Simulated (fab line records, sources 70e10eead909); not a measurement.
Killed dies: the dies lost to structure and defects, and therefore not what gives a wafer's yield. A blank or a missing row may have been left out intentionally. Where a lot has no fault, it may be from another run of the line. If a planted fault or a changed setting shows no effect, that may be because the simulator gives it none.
fab line records	flow nandHarc
[record] lots = 24	wafers = 72	lastDay = 25
route steps=1159 shown P_M0@266 P_M1@303 P_M2@334 P_BONDPAD@369
lots untouched by any fault: they come from a run of this same line in which no faults occurred
startH: the number of hours between the record's first day and the start of the first shown wafer of the lot	waitH: hours since the lot's step before	" same as the row above	L1.1+2: a row that stands for several wafers	- no value present, or no start provided	* or withheld: withheld	< > ~ a bound
route shown NAME@n: NAME is a module with steps in the file, n the number in the route of the first one	usual: average and standard deviation across the fault-free wafers	same: alike in all rows	chamber/n: place in a boat	sites: the reading at each site	_std_site: the values' standard deviation	_edge_site: mean of outer sites minus mean of inner sites	radiusMm: for every site, how far away it sits from the centre of the wafer	mask NAME#n: copy n	behind: the most recent tool/chamber to have shaped the wafer	hold: why the lot went on hold/how many hours it stayed there/how the hold came to an end	device: whichever transistor did not switch (one of n, p or np)	end of line: tests run on the same wafers once the route is complete	for a step that has no rows: nothing shown but its recipe	killed: the dies lost at the first sort to structure and to defects; this is not the yield of the wafer	map: per-die view of a wafer (x killed, . not killed, _ where there is no die)
set.NAME: the setting that was run; set.NAME@STEP: the one run at that earlier step	model.NAME: the simulator's own value behind a step, which no gauge read
a sample of lots followed through the steps of the route, with each step as a table and each wafer as a row
services: when a tool's chamber went out of use (startH, in hours from the record's first day, below 0 if earlier), for how many hours, and the reason
[[steps]]
[step NHARC_P_M0_DESCUM_14]
[recipe] timeS = 3	o2FlowSccm = 200	arFlowSccm = 0	biasPowerW = 0	chemistry = O2
[usual] drypumpMotorCurrentA = 6.1/0.37	oesProductAu = 1.003/0.0088	rfVppV = 58.0/0.92	showerheadPlenumPTorr = 1.96/0.087	throttleValvePct = 11.311/0.0082
lot.wafer	tool	chamber	startH	waitH	drypumpMotorCurrentA	oesProductAu	rfHoursCounterH	rfVppV	showerheadPlenumPTorr	throttleValvePct
L074.3	rieDiel-08	0	107.92	0.1	5.7	1.010	11	58.0	1.82	11.312
L074.5	"	1	"	"	6.3	1.010	-	58.9	2.05	11.307
L074.6	"	2	"	"	5.6	1.018	-	57.4	1.81	11.292
L075.3	rieDiel-02	3	126.26	0.1	5.7	1.006	4	58.1	1.90	11.322
L075.2	"	2	"	"	6.2	1.001	10	59.9	1.99	11.309
L075.5	"	3	"	"	5.7	1.000	-	57.5	1.90	11.316
L076.2	rieDiel-02	0	126.92	0.1	6.3	1.012	11	58.1	2.07	11.302
L076.6	"	0	"	"	6.3	1.006	-	59.0	2.07	11.311
L076.5	"	1	"	"	6.7	1.005	-	59.0	1.94	11.318
L077.3	rieDiel-02	1	127.96	0.1	6.7	1.013	12	56.6	1.94	11.304
L077.2	"	2	"	"	6.2	0.996	11	58.2	1.99	11.302
L077.5	"	3	"	"	5.7	1.002	-	57.2	1.90	11.312
L078.2	rieDiel-08	3	148.02	0.1	6.2	0.997	1	59.5	2.07	11.300
L078.3	"	0	"	"	5.8	0.996	1	57.1	1.82	11.320
L078.6	"	3	"	"	6.2	0.980	-	58.7	2.07	11.314
L079.4	rieDiel-11	3	150.49	0.1	6.4	1.002	6	57.2	1.94	11.308
L079.1	"	0	"	"	5.7	0.995	6	58.1	1.85	11.321
L079.6	"	3	"	"	6.4	1.007	-	57.3	1.94	11.310
L080.4	rieDiel-11	1	160.38	0.1	5.5	1.006	8	58.8	2.03	11.294
L080.2	"	2	"	"	5.8	0.999	7	59.1	1.86	11.310
L080.5	"	0	"	"	5.7	1.001	-	58.7	1.85	11.317
L081.1	rieDiel-02	2	165.23	0.1	6.2	1.003	0	59.1	1.99	11.305
L081.4	"	3	"	"	5.7	0.998	0	57.9	1.90	11.302
L081.6	"	1	"	"	6.7	1.007	-	56.8	1.94	11.320
L082.2	rieDiel-02	2	171.62	0.1	6.2	1.007	1	59.6	1.99	11.315
L082.3	"	3	"	"	5.7	1.008	1	56.0	1.90	11.298
L082.4	"	0	"	"	6.3	1.004	1	58.0	2.07	11.311
L083.1	rieDiel-02	2	172.01	0.1	6.2	1.004	1	57.9	1.99	11.317
L083.2	"	3	"	"	5.7	1.005	1	57.0	1.90	11.308
L083.5	"	0	"	"	6.3	1.010	-	57.9	2.07	11.307
L084.2	rieDiel-08	1	176.40	0.1	6.3	1.006	3	58.4	2.05	11.297
L084.1	"	2	"	"	5.6	0.998	3	57.0	1.81	11.319
L084.4	"	3	"	"	6.2	0.989	3	57.7	2.07	11.315
L087.3	rieDiel-02	1	191.37	0.1	6.7	1.018	2	57.4	1.94	11.316
L087.1	"	2	"	"	6.2	0.999	2	57.8	1.99	11.309
L087.5	"	0	"	"	6.3	1.003	-	58.8	2.07	11.308
L085.3	rieDiel-08	1	191.89	0.1	6.3	0.982	4	58.6	2.05	11.314
L085.1	"	2	"	"	5.6	0.999	4	56.9	1.81	11.293
L085.6	"	3	"	"	6.2	0.985	-	58.8	2.07	11.310
L088.2	rieDiel-02	2	195.31	0.1	6.2	1.014	3	57.4	1.99	11.305
L088.4	"	3	"	"	5.7	0.999	3	58.1	1.90	11.306
L088.1	"	1	"	"	6.7	1.008	3	58.6	1.94	11.306
L086.3	rieDiel-02	2	203.23	0.1	6.2	0.998	3	57.8	1.99	11.314
L086.6	"	0	"	"	6.3	1.014	-	56.7	2.07	11.310
L086.5	"	2	"	"	6.2	0.998	-	59.2	1.99	11.311
L090.4	rieDiel-02	0	214.42	0.1	6.3	1.011	4	59.6	2.07	11.296
L090.1	"	1	"	"	6.7	1.003	3	57.7	1.94	11.306
L090.6	"	1	"	"	6.7	1.011	-	58.3	1.94	11.308
L089.4	rieDiel-11	2	215.12	0.1	5.8	1.012	1	56.7	1.86	11.314
L089.2	"	1	"	"	5.5	1.009	0	59.0	2.03	11.312
L089.5	"	3	"	"	6.4	1.015	-	57.8	1.94	11.321
L091.2	rieDiel-02	3	222.13	0.1	5.7	1.003	5	57.7	1.90	11.322
L091.1	"	0	"	"	6.3	1.006	5	56.7	2.07	11.309
L091.3	"	1	"	"	6.7	1.009	4	58.4	1.94	11.322
L092.1	rieDiel-11	2	223.22	0.1	5.8	0.996	1	57.8	1.86	11.321
L092.4	"	3	"	"	6.4	1.013	1	57.7	1.94	11.313
L092.3	"	0	"	"	5.7	0.998	1	58.4	1.85	11.297
L093.1	rieDiel-08	1	223.60	0.1	6.3	1.000	6	59.4	2.05	11.306
L093.4	"	2	"	"	5.6	1.009	5	58.3	1.81	11.309
L093.5	"	2	"	"	5.6	1.005	-	57.2	1.81	11.317
L094.4	rieDiel-02	1	235.52	0.1	6.7	1.013	5	56.3	1.93	11.304
L094.2	"	0	"	"	6.4	1.003	6	59.2	2.07	11.315
L094.6	"	1	"	"	6.7	1.013	-	57.7	1.93	11.303
L095.2	rieDiel-02	0	237.58	0.1	6.4	1.004	6	59.2	2.07	11.315
L095.6	"	2	"	"	6.2	0.981	-	59.4	1.99	11.321
L095.5	"	3	"	"	5.7	0.993	-	58.3	1.90	11.322
L097.2	rieDiel-08	0	245.73	0.1	5.8	0.991	8	56.6	1.82	11.312
L097.1	"	2	"	"	5.6	1.003	8	57.8	1.81	11.321
L097.5	"	3	"	"	6.2	0.990	-	58.0	2.06	11.310
L096.1	rieDiel-11	2	245.90	0.1	5.8	0.999	3	55.9	1.86	11.313
L096.6	"	3	"	"	6.4	0.999	-	57.1	1.94	11.308
L096.5	"	0	"	"	5.7	0.987	-	58.5	1.85	11.296
[step NHARC_P_M0_CD_MEAS_16]
[usual] cdNm = 90.1/0.6
lot.wafer	tool	chamber	startH	waitH	cdNm
L074.3	cdSem-02	-	108.21	-	90.1
L074.5	"	-	"	"	90.4
L074.6	"	-	"	"	90.0
L075.2	cdSem-02	-	126.56	-	89.1
L075.3	"	-	"	"	89.6
L075.5	"	-	"	"	90.6
L076.2	cdSem-01	-	127.23	-	89.7
L076.5	"	-	"	"	90.8
L076.6	"	-	"	"	90.2
L077.2	cdSem-01	-	128.24	-	89.6
L077.3	"	-	"	"	90.0
L077.5	"	-	"	"	89.8
L078.2	cdSem-02	-	148.32	-	91.1
L078.3	"	-	"	"	90.4
L078.6	"	-	"	"	90.9
L079.1	cdSem-01	-	150.79	-	90.2
L079.4	"	-	"	"	90.2
L079.6	"	-	"	"	89.7
L080.2	cdSem-02	-	160.68	-	90.0
L080.4	"	-	"	"	90.5
L080.5	"	-	"	"	90.3
L081.1	cdSem-03	-	165.53	-	90.4
L081.4	"	-	"	"	89.3
L081.6	"	-	"	"	91.0
L082.2	cdSem-02	-	171.92	-	90.3
L082.3	"	-	"	"	89.8
L082.4	"	-	"	"	90.1
L083.1	cdSem-02	-	172.30	-	89.9
L083.2	"	-	"	"	89.4
L083.5	"	-	"	"	89.9
L084.1	cdSem-02	-	176.69	-	89.4
L084.2	"	-	"	"	90.5
L084.4	"	-	"	"	90.4
L087.1	cdSem-02	-	191.66	-	90.5
L087.3	"	-	"	"	90.9
L087.5	"	-	"	"	89.4
L085.1	cdSem-01	-	192.23	-	88.9
L085.3	"	-	"	"	90.2
L085.6	"	-	"	"	90.0
L088.1	cdSem-01	-	195.61	-	89.9
L088.2	"	-	"	"	90.1
L088.4	"	-	"	"	90.4
L086.3	cdSem-03	-	203.57	-	90.6
L086.5	"	-	"	"	90.6
L086.6	"	-	"	"	89.9
L090.1	cdSem-02	-	214.72	-	90.2
L090.4	"	-	"	"	89.4
L090.6	"	-	"	"	89.6
L089.2	cdSem-01	-	215.42	-	91.1
L089.4	"	-	"	"	91.2
L089.5	"	-	"	"	91.0
L091.1	cdSem-03	-	222.43	-	90.8
L091.2	"	-	"	"	91.1
L091.3	"	-	"	"	91.5
L092.1	cdSem-03	-	223.51	-	90.5
L092.3	"	-	"	"	90.9
L092.4	"	-	"	"	90.4
L093.1	cdSem-03	-	223.90	-	89.8
L093.4	"	-	"	"	89.7
L093.5	"	-	"	"	89.5
L094.2	cdSem-02	-	235.84	-	89.9
L094.4	"	-	"	"	90.0
L094.6	"	-	"	"	89.3
L095.2	cdSem-02	-	237.86	-	90.2
L095.5	"	-	"	"	90.7
L095.6	"	-	"	"	90.6
L097.1	cdSem-03	-	246.02	-	89.1
L097.2	"	-	"	"	90.3
L097.5	"	-	"	"	90.7
L096.1	cdSem-01	-	246.17	-	89.3
L096.5	"	-	"	"	89.7
L096.6	"	-	"	"	89.8
[step NHARC_P_M0_DEGAS_28]
[recipe] tempC = 250	timeS = 60
[usual] heaterPowerW = 313/28
lot.wafer	tool	chamber	startH	waitH	heaterPowerW
L074.3	pvdSputter-01	-	108.85	-	251
L074.5	"	-	"	"	299
L074.6	"	-	"	"	329
L075.3	pvdSputter-01	-	127.18	-	330
L075.2	"	-	"	"	297
L075.5	"	-	"	"	325
L076.2	pvdSputter-02	-	127.84	-	297
L076.6	"	-	"	"	355
L076.5	"	-	"	"	287
L077.2	pvdSputter-01	-	128.87	-	323
L077.3	"	-	"	"	315
L077.5	"	-	"	"	331
L078.3	pvdSputter-03	-	148.94	-	336
L078.2	"	-	"	"	325
L078.6	"	-	"	"	354
L079.1	pvdSputter-02	-	151.42	-	355
L079.4	"	-	"	"	287
L079.6	"	-	"	"	272
L080.2	pvdSputter-03	-	161.29	-	354
L080.4	"	-	"	"	321
L080.5	"	-	"	"	363
L081.1	pvdSputter-03	-	166.15	-	320
L081.4	"	-	"	"	324
L081.6	"	-	"	"	326
L082.3	pvdSputter-03	-	172.53	-	345
L082.2	"	-	"	"	338
L082.4	"	-	"	"	362
L083.2	pvdSputter-02	-	172.94	-	321
L083.1	"	-	"	"	274
L083.5	"	-	"	"	293
L084.1	pvdSputter-01	-	177.32	-	263
L084.2	"	-	"	"	285
L084.4	"	-	"	"	323
L087.1	pvdSputter-02	-	192.29	-	349
L087.3	"	-	"	"	294
L087.5	"	-	"	"	271
L085.1	pvdSputter-01	-	192.86	-	315
L085.3	"	-	"	"	310
L085.6	"	-	"	"	313
L088.1	pvdSputter-03	-	196.28	-	338
L088.4	"	-	"	"	323
L088.2	"	-	"	"	325
L086.3	pvdSputter-01	-	204.24	-	261
L086.6	"	-	"	"	315
L086.5	"	-	"	"	261
L090.1	pvdSputter-01	-	215.36	-	305
L090.4	"	-	"	"	267
L090.6	"	-	"	"	260
L089.2	pvdSputter-01	-	216.04	-	313
L089.4	"	-	"	"	286
L089.5	"	-	"	"	317
L091.3	pvdSputter-03	-	223.04	-	330
L091.1	"	-	"	"	357
L091.2	"	-	"	"	334
L092.4	pvdSputter-01	-	224.13	-	270
L092.1	"	-	"	"	289
L092.3	"	-	"	"	308
L093.4	pvdSputter-01	-	224.53	-	260
L093.1	"	-	"	"	316
L093.5	"	-	"	"	266
L094.2	pvdSputter-03	-	236.46	-	328
L094.4	"	-	"	"	320
L094.6	"	-	"	"	322
L095.2	pvdSputter-03	-	238.54	-	315
L095.5	"	-	"	"	344
L095.6	"	-	"	"	344
L097.2	pvdSputter-02	-	246.65	-	303
L097.1	"	-	"	"	353
L097.5	"	-	"	"	286
L096.1	pvdSputter-01	-	246.80	-	300
L096.5	"	-	"	"	316
L096.6	"	-	"	"	266
[step NHARC_P_M1_ETCH_28]
[recipe] targetDepthA = 300	overEtchFrac = 0.3	timeS = 72.99	ionEnergyEv = 150	cf4FlowSccm = 50	n2FlowSccm = 100	arFlowSccm = 150	rfW = 300	biasW = 100	chemistry = CF4/N2
[usual] drypumpMotorCurrentA = 6.0/0.35	oesProductAu = 1.000/0.0072	rfVppV = 313.5/2	showerheadPlenumPTorr = 2.60/0.1	throttleValvePct = 19.794/0.0081
lot.wafer	tool	chamber	startH	waitH	drypumpMotorCurrentA	oesProductAu	rfHoursCounterH	rfVppV	showerheadPlenumPTorr	throttleValvePct
L074.3	rieDiel-13	2	-	-	6.4	1.003	0	315.9	2.75	19.800
L074.6	"	1	"	"	5.6	1.004	-	314.5	2.54	19.792
L074.5	"	2	"	"	6.3	0.999	-	315.3	2.75	19.791
L075.2	rieDiel-13	2	-	-	6.4	0.996	2	317.7	2.75	19.790
L075.3	"	3	"	"	6.6	0.998	1	314.1	2.65	19.803
L075.5	"	0	"	"	6.0	1.000	-	310.9	2.47	19.790
L076.2	rieDiel-13	2	-	-	6.4	1.007	2	315.8	2.75	19.793
L076.6	"	3	"	"	6.5	1.007	-	314.3	2.65	19.796
L076.5	"	0	"	"	6.0	1.005	-	310.5	2.47	19.799
L077.3	rieDiel-03	2	-	-	6.0	0.990	6	314.7	2.65	19.797
L077.2	"	0	"	"	6.0	0.993	7	312.6	2.49	19.782
L077.5	"	1	"	"	6.1	0.980	-	312.3	2.50	19.816
L078.2	rieDiel-03	2	-	-	6.0	0.998	7	314.6	2.65	19.796
L078.3	"	3	"	"	5.7	1.005	7	313.9	2.66	19.793
L078.6	"	1	"	"	6.2	0.988	-	312.9	2.50	19.804
L079.4	rieDiel-13	0	-	-	6.1	1.016	3	309.6	2.47	19.796
L079.1	"	1	"	"	5.6	1.004	3	313.8	2.54	19.790
L079.6	"	2	"	"	6.4	1.008	-	316.7	2.75	19.795
L080.2	rieDiel-03	1	-	-	6.2	0.997	9	311.1	2.50	19.791
L080.5	"	2	"	"	6.0	1.010	-	314.2	2.65	19.800
L080.4	"	1	"	"	6.2	0.992	-	310.8	2.50	19.800
L081.4	rieDiel-12	2	-	-	5.3	1.001	3	312.5	2.57	19.801
L081.1	"	0	"	"	6.1	0.995	3	313.3	2.67	19.798
L081.6	"	3	"	"	5.6	0.999	-	312.2	2.53	19.786
L082.4	rieDiel-03	3	-	-	5.7	0.988	9	315.0	2.66	19.792
L082.3	"	1	"	"	6.2	1.005	10	310.3	2.50	19.791
L082.2	"	2	"	"	6.0	0.996	9	315.0	2.65	19.791
L083.2	rieDiel-13	1	-	-	5.6	0.992	5	314.0	2.54	19.782
L083.1	"	2	"	"	6.3	1.007	5	315.8	2.75	19.800
L083.5	"	1	"	"	5.6	0.998	-	313.0	2.54	19.787
L084.2	rieDiel-13	3	-	-	6.5	0.983	5	315.1	2.65	19.806
L084.1	"	1	"	"	5.6	1.000	5	313.0	2.54	19.817
L084.4	"	2	"	"	6.3	0.995	6	315.1	2.75	19.788
L087.1	rieDiel-12	1	-	-	6.3	1.014	4	316.0	2.75	19.796
L087.3	"	2	"	"	5.3	1.005	4	312.8	2.57	19.795
L087.5	"	2	"	"	5.3	1.008	-	312.5	2.57	19.786
L085.3	rieDiel-03	0	-	-	6.0	0.991	9	311.0	2.48	19.789
L085.1	"	2	"	"	6.0	0.993	10	314.4	2.65	19.776
L085.6	"	1	"	"	6.2	0.993	-	312.3	2.50	19.802
L088.4	rieDiel-12	2	-	-	5.3	0.996	4	311.0	2.57	19.774
L088.1	"	0	"	"	6.2	0.990	3	315.1	2.66	19.801
L088.2	"	1	"	"	6.3	1.003	4	315.5	2.75	19.795
L086.3	rieDiel-13	1	-	-	5.6	0.997	8	312.1	2.54	19.782
L086.6	"	2	"	"	6.4	1.007	-	316.7	2.75	19.800
L086.5	"	3	"	"	6.5	1.004	-	314.3	2.65	19.790
L090.1	rieDiel-13	2	-	-	6.4	0.990	9	316.6	2.75	19.784
L090.4	"	2	"	"	6.4	0.994	-	314.6	2.75	19.798
L090.6	"	3	"	"	6.5	0.990	-	315.3	2.65	19.802
L089.2	rieDiel-13	2	-	-	6.4	0.997	9	315.9	2.75	19.779
L089.4	"	2	"	"	6.4	0.995	-	317.4	2.75	19.802
L089.5	"	0	"	"	6.0	1.000	-	311.0	2.46	19.808
L091.1	rieDiel-13	2	-	-	6.4	0.993	10	315.8	2.75	19.795
L091.2	"	3	"	"	6.5	1.007	9	313.9	2.65	19.787
L091.3	"	0	"	"	6.1	1.008	9	311.5	2.46	19.775
L092.1	rieDiel-13	1	-	-	5.7	0.997	8	312.8	2.54	19.793
L092.3	"	2	"	"	6.3	0.997	10	315.6	2.75	19.803
L092.4	"	3	"	"	6.5	1.000	9	314.9	2.65	19.791
L093.1	rieDiel-12	3	-	-	5.6	1.004	1	313.1	2.53	19.788
L093.4	"	0	"	"	6.2	1.005	1	314.6	2.66	19.798
L093.5	"	2	"	"	5.3	0.997	-	313.7	2.57	19.793
L094.2	rieDiel-12	3	-	-	5.6	1.012	1	311.5	2.53	19.777
L094.4	"	0	"	"	6.1	1.004	-	314.5	2.66	19.804
L094.6	"	1	"	"	6.4	1.012	-	315.6	2.75	19.788
L095.2	rieDiel-12	2	-	-	5.3	1.006	1	313.2	2.57	19.802
L095.5	"	0	"	"	6.1	0.994	-	313.8	2.66	19.798
L095.6	"	1	"	"	6.3	1.017	-	316.0	2.75	19.796
L097.1	rieDiel-03	0	-	-	6.1	0.995	2	311.1	2.48	19.790
L097.2	"	3	"	"	5.7	1.000	2	315.0	2.66	19.796
L097.5	"	1	"	"	6.2	1.001	-	312.5	2.50	19.791
L096.1	rieDiel-12	0	-	-	6.1	0.987	1	315.5	2.66	19.794
L096.6	"	3	"	"	5.6	1.007	-	311.5	2.53	19.796
L096.5	"	0	"	"	6.2	0.987	-	315.5	2.66	19.790
[step NHARC_P_M2_CD_MEAS_16]
[usual] cdNm = 170.0/0.65
lot.wafer	tool	chamber	startH	waitH	cdNm
L074.3	cdSem-01	-	116.56	-	169.5
L074.5	"	-	"	"	169.7
L074.6	"	-	"	"	169.7
L075.2	cdSem-02	-	134.66	-	170.1
L075.3	"	-	"	"	169.4
L075.5	"	-	"	"	170.0
L076.2	cdSem-03	-	135.29	-	170.4
L076.5	"	-	"	"	170.2
L076.6	"	-	"	"	171.0
L077.2	cdSem-02	-	136.46	-	169.7
L077.3	"	-	"	"	169.0
L077.5	"	-	"	"	169.4
L078.2	cdSem-03	-	157.54	-	171.9
L078.3	"	-	"	"	171.0
L078.6	"	-	"	"	171.1
L079.1	cdSem-03	-	158.90	-	169.2
L079.4	"	-	"	"	170.5
L079.6	"	-	"	"	171.0
L080.2	cdSem-03	-	168.89	-	171.5
L080.4	"	-	"	"	171.3
L080.5	"	-	"	"	170.8
L081.1	cdSem-03	-	173.76	-	169.6
L081.4	"	-	"	"	169.9
L081.6	"	-	"	"	169.9
L082.2	cdSem-01	-	180.14	-	170.0
L082.3	"	-	"	"	170.8
L082.4	"	-	"	"	170.7
L083.1	cdSem-01	-	180.49	-	171.6
L083.2	"	-	"	"	170.8
L083.5	"	-	"	"	170.9
L084.1	cdSem-03	-	185.16	-	170.2
L084.2	"	-	"	"	170.9
L084.4	"	-	"	"	170.5
L087.1	cdSem-02	-	200.49	-	170.7
L087.3	"	-	"	"	170.1
L087.5	"	-	"	"	170.0
L085.1	cdSem-03	-	201.39	-	169.3
L085.3	"	-	"	"	169.4
L085.6	"	-	"	"	169.2
L088.1	cdSem-01	-	204.17	-	170.9
L088.2	"	-	"	"	169.8
L088.4	"	-	"	"	170.5
L086.3	cdSem-02	-	211.86	-	170.1
L086.5	"	-	"	"	170.8
L086.6	"	-	"	"	170.3
L090.1	cdSem-01	-	223.13	-	170.6
L090.4	"	-	"	"	171.3
L090.6	"	-	"	"	170.9
L089.2	cdSem-03	-	223.70	-	169.4
L089.4	"	-	"	"	169.6
L089.5	"	-	"	"	170.0
L091.1	cdSem-03	-	230.66	-	170.1
L091.2	"	-	"	"	169.8
L091.3	"	-	"	"	170.9
L092.1	cdSem-01	-	231.77	-	170.1
L092.3	"	-	"	"	170.1
L092.4	"	-	"	"	170.2
L093.1	cdSem-03	-	232.25	-	169.2
L093.4	"	-	"	"	169.6
L093.5	"	-	"	"	169.9
L094.2	cdSem-02	-	244.12	-	169.6
L094.4	"	-	"	"	169.6
L094.6	"	-	"	"	169.8
L095.2	cdSem-01	-	246.62	-	170.5
L095.5	"	-	"	"	169.6
L095.6	"	-	"	"	169.5
L097.1	cdSem-01	-	254.08	-	170.0
L097.2	"	-	"	"	169.3
L097.5	"	-	"	"	168.7
L096.1	cdSem-01	-	254.42	-	170.7
L096.5	"	-	"	"	169.7
L096.6	"	-	"	"	169.8
[step NHARC_P_BONDPAD_ETCH_12]
[recipe] targetDepthA = 2000	timeS = 100	chf3FlowSccm = 50	o2FlowSccm = 10	arFlowSccm = 200	rfW = 500	biasW = 200	chemistry = CHF3/O2
[usual] chf3FlowSccm = 49.99/0.16	drypumpMotorCurrentA = 5.6/0.36	oesProductAu = 0.935/0.022	rfVppV = 370.3/2.4	showerheadPlenumPTorr = 2.39/0.1	throttleValvePct = 20.575/0.0095
lot.wafer	tool	chamber	startH	waitH	chf3FlowSccm	drypumpMotorCurrentA	oesProductAu	rfHoursCounterH	rfVppV	showerheadPlenumPTorr	throttleValvePct
L074.3	rieDiel-06	2	-	-	49.97	5.2	0.915	5	372.8	2.50	20.557
L074.6	"	1	"	"	50.12	6.0	0.926	-	371.8	2.41	20.556
L074.5	"	2	"	"	49.95	5.2	0.926	-	372.9	2.50	20.579
L075.3	rieDiel-06	2	-	-	49.92	5.2	0.918	6	372.1	2.50	20.572
L075.2	"	0	"	"	50.11	5.6	0.925	5	368.4	2.27	20.580
L075.5	"	2	"	"	49.73	5.2	0.910	-	372.5	2.50	20.576
L076.2	rieDiel-06	2	-	-	50.28	5.2	0.922	6	373.1	2.50	20.576
L076.5	"	2	"	"	49.79	5.2	0.913	-	372.9	2.50	20.585
L076.6	"	3	"	"	50.08	6.0	0.923	-	368.3	2.31	20.556
L077.2	rieDiel-05	3	-	-	50.04	5.0	0.987	50	371.0	2.37	20.576
L077.3	"	1	"	"	50.13	6.0	0.967	53	370.9	2.41	20.563
L077.5	"	0	"	"	49.98	6.0	0.980	-	367.8	2.24	20.566
L078.2	rieDiel-05	3	-	-	50.00	5.0	0.919	56	370.2	2.36	20.562
L078.3	"	2	"	"	50.03	5.3	0.917	53	370.8	2.44	20.564
L078.6	"	0	"	"	49.95	6.1	0.920	-	366.0	2.24	20.578
L079.1	rieDiel-06	1	-	-	50.23	6.0	0.922	9	371.5	2.41	20.570
L079.6	"	1	"	"	50.01	6.0	0.925	-	369.3	2.41	20.558
L079.4	"	2	"	"	50.24	5.2	0.933	-	372.7	2.49	20.579
L080.4	rieDiel-06	1	-	-	50.07	6.0	0.925	10	372.6	2.41	20.571
L080.2	"	3	"	"	49.82	6.0	0.923	8	366.9	2.31	20.568
L080.5	"	0	"	"	50.03	5.6	0.922	-	368.1	2.27	20.577
L081.4	rieDiel-06	2	-	-	49.77	5.2	0.923	10	373.5	2.49	20.579
L081.1	"	3	"	"	50.09	6.0	0.928	9	367.3	2.31	20.557
L081.6	"	1	"	"	49.81	5.9	0.922	-	370.1	2.41	20.572
L082.4	rieDiel-06	3	-	-	49.85	6.0	0.969	9	370.2	2.31	20.581
L082.2	"	0	"	"	49.87	5.6	0.966	9	366.8	2.27	20.568
L082.3	"	2	"	"	49.90	5.2	0.984	11	373.2	2.49	20.565
L083.1	rieDiel-06	1	-	-	49.87	5.9	0.929	11	370.3	2.41	20.572
L083.2	"	3	"	"	49.91	6.0	0.987	9	368.9	2.31	20.547
L083.5	"	2	"	"	50.33	5.3	0.919	-	373.0	2.49	20.551
L084.4	rieDiel-06	2	-	-	50.11	5.3	0.973	11	374.1	2.49	20.565
L084.2	"	3	"	"	49.78	6.0	0.988	9	368.9	2.31	20.570
L084.1	"	1	"	"	50.34	6.0	0.950	11	370.7	2.41	20.582
L087.3	rieDiel-05	2	-	-	50.02	5.3	0.936	9	371.1	2.43	20.570
L087.1	"	3	"	"	49.99	5.0	0.922	10	370.6	2.36	20.585
L087.5	"	2	"	"	50.17	5.3	0.924	-	371.3	2.43	20.581
L085.3	rieDiel-05	3	-	-	49.78	5.0	0.935	10	368.8	2.36	20.576
L085.1	"	2	"	"	49.75	5.3	0.921	9	372.5	2.43	20.580
L085.6	"	0	"	"	49.82	6.1	0.929	-	367.2	2.24	20.586
L088.2	rieDiel-06	2	-	-	49.94	5.2	0.931	13	372.3	2.49	20.573
L088.1	"	3	"	"	50.06	6.0	0.934	11	368.2	2.31	20.576
L088.4	"	0	"	"	49.95	5.6	0.925	11	367.8	2.27	20.568
L086.3	rieDiel-06	3	-	-	50.19	6.0	0.924	12	368.6	2.31	20.563
L086.5	"	0	"	"	50.14	5.6	0.927	-	368.9	2.27	20.578
L086.6	"	1	"	"	49.90	5.9	0.934	-	370.8	2.40	20.589
L090.1	rieDiel-10	2	-	-	49.93	6.1	0.937	15	373.6	2.53	20.573
L090.4	"	0	"	"	50.34	5.3	0.931	16	369.7	2.28	20.574
L090.6	"	2	"	"	50.19	6.1	0.938	-	373.2	2.53	20.571
L089.2	rieDiel-06	2	-	-	50.21	5.2	0.975	16	371.7	2.49	20.578
L089.4	"	1	"	"	49.86	5.9	0.961	15	370.0	2.40	20.561
L089.5	"	2	"	"	50.07	5.2	0.970	-	373.8	2.49	20.572
L091.1	rieDiel-06	0	-	-	49.67	5.6	0.913	13	366.6	2.27	20.577
L091.3	"	1	"	"	49.83	6.0	0.925	15	371.0	2.40	20.558
L091.2	"	2	"	"	49.88	5.2	0.924	16	373.1	2.49	20.578
L092.4	rieDiel-06	3	-	-	50.08	6.0	0.924	14	368.6	2.31	20.577
L092.3	"	0	"	"	50.08	5.6	0.920	13	368.3	2.27	20.583
L092.1	"	1	"	"	49.97	6.0	0.916	15	370.6	2.40	20.586
L093.1	rieDiel-06	3	-	-	50.20	6.0	0.921	14	367.0	2.30	20.576
L093.4	"	0	"	"	50.15	5.6	0.924	13	367.1	2.27	20.571
L093.5	"	2	"	"	49.99	5.2	0.921	-	371.3	2.49	20.588
L094.2	rieDiel-10	3	-	-	50.02	5.3	0.937	24	373.0	2.50	20.583
L094.4	"	0	"	"	49.80	5.2	0.934	25	367.9	2.28	20.583
L094.6	"	3	"	"	49.96	5.3	0.935	-	372.9	2.50	20.565
L095.2	rieDiel-10	1	-	-	49.98	5.4	0.927	23	375.3	2.59	20.560
L095.6	"	3	"	"	49.84	5.3	0.937	-	373.2	2.50	20.575
L095.5	"	0	"	"	49.90	5.2	0.930	-	368.2	2.28	20.577
L097.1	rieDiel-06	2	-	-	49.89	5.2	0.987	1	372.1	2.49	20.562
L097.2	"	0	"	"	49.78	5.6	0.959	1	367.2	2.27	20.580
L097.5	"	2	"	"	49.88	5.2	0.999	-	373.0	2.49	20.579
L096.1	rieDiel-10	2	-	-	49.71	6.1	0.930	24	374.0	2.53	20.567
L096.5	"	0	"	"	50.02	5.2	0.938	-	367.3	2.28	20.584
L096.6	"	1	"	"	50.00	5.4	0.919	-	374.5	2.59	20.595
[[services]]
tool	chamber	startH	hours	kind
rieDiel-12	0	88.35	45.7	repair
rieDiel-12	2	90.18	7.2	repair
pvdSputter-01	-	98.71	6.3	repair
rieDiel-13	-	99.00	9.0	pm
pvdSputter-03	-	102.00	10.0	pm
rieDiel-06	0	120.23	12.1	repair
rieDiel-08	-	124.84	9.0	pm
rieDiel-03	2	143.92	2.6	repair
rieDiel-02	-	150.70	9.0	pm
rieDiel-13	3	155.39	2.8	repair
pvdSputter-01	-	158.01	10.0	pm
rieDiel-03	0	161.25	5.7	repair
rieDiel-06	3	161.44	8.4	repair
rieDiel-12	1	173.11	4.4	repair
rieDiel-13	-	181.77	0.8	repair
rieDiel-08	0	189.05	6.7	repair
rieDiel-08	1	197.49	1.6	repair
rieDiel-12	-	202.40	9.0	pm
rieDiel-02	1	202.69	7.0	repair
rieDiel-13	1	213.50	13.5	repair
rieDiel-13	3	219.79	1.8	repair
rieDiel-12	2	236.14	4.7	repair
rieDiel-06	-	241.20	9.0	pm
rieDiel-02	0	252.50	6.4	repair
[[key]]
fault none
